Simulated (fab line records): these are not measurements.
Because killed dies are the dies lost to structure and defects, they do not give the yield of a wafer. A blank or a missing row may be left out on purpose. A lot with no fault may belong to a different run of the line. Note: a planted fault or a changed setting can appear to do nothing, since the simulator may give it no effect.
Matching of chambers || flow nand_harc || NHARC_A_STAIRCASE_DESCUM_219 on rie_diel-02 has 4 sister chambers
The step chemistry O2, time 3 s. 4 wafers are shown with their chamber, then 10 later ones without.

## WAFERS, EACH WITH ITS CHAMBER
{"wafer": "L087.2", "chamber": 2, "drypump_motor_current_A (A)": 6.5}
{"wafer": "L088.5", "chamber": 0, "drypump_motor_current_A (A)": 5.8}
{"wafer": "L090.1", "chamber": 1, "drypump_motor_current_A (A)": 5.0}
{"wafer": "L090.4", "chamber": 3, "drypump_motor_current_A (A)": 5.9}

## WAFERS MISSING THEIR CHAMBER
{"wafer": "L090.5", "drypump_motor_current_A (A)": 6.6}
{"wafer": "L091.1", "drypump_motor_current_A (A)": 5.8}
{"wafer": "L091.3", "drypump_motor_current_A (A)": 5.9}
{"wafer": "L091.5", "drypump_motor_current_A (A)": 5.9}
{"wafer": "L093.3", "drypump_motor_current_A (A)": 5.0}
{"wafer": "L093.4", "drypump_motor_current_A (A)": 5.9}
{"wafer": "L093.5", "drypump_motor_current_A (A)": 5.8}
{"wafer": "L096.1", "drypump_motor_current_A (A)": 5.0}
{"wafer": "L096.3", "drypump_motor_current_A (A)": 5.8}
{"wafer": "L096.6", "drypump_motor_current_A (A)": 6.5}

## THE CHAMBER EACH PASSED THROUGH
{"wafer": "L090.5", "from the rows above": 2, "in truth": 2}
{"wafer": "L091.1", "from the rows above": 0, "in truth": 0}
{"wafer": "L091.3", "from the rows above": 3, "in truth": 3}
{"wafer": "L091.5", "from the rows above": 3, "in truth": 3}
{"wafer": "L093.3", "from the rows above": 1, "in truth": 1}
{"wafer": "L093.4", "from the rows above": 3, "in truth": 3}
{"wafer": "L093.5", "from the rows above": 0, "in truth": 0}
{"wafer": "L096.1", "from the rows above": 1, "in truth": 1}
{"wafer": "L096.3", "from the rows above": 0, "in truth": 0}
{"wafer": "L096.6", "from the rows above": 2, "in truth": 2}
10 of 10 placed correctly. From these rows, 0 cannot be placed. 0 placed wrongly.
How it was worked out, from the rows above alone: a wafer's distance from a chamber is the root of the sum, over the readings, of the square of ((its reading less the chamber's mean) divided by the reading's scatter). The wafer belongs to the nearest chamber; if the next one is less than 2 further off, it can't be placed. A chamber's mean is the mean of its shown wafers. The scatter: root of mean squared gap, hidden wafer to nearest shown wafer, with one shown wafer a chamber.
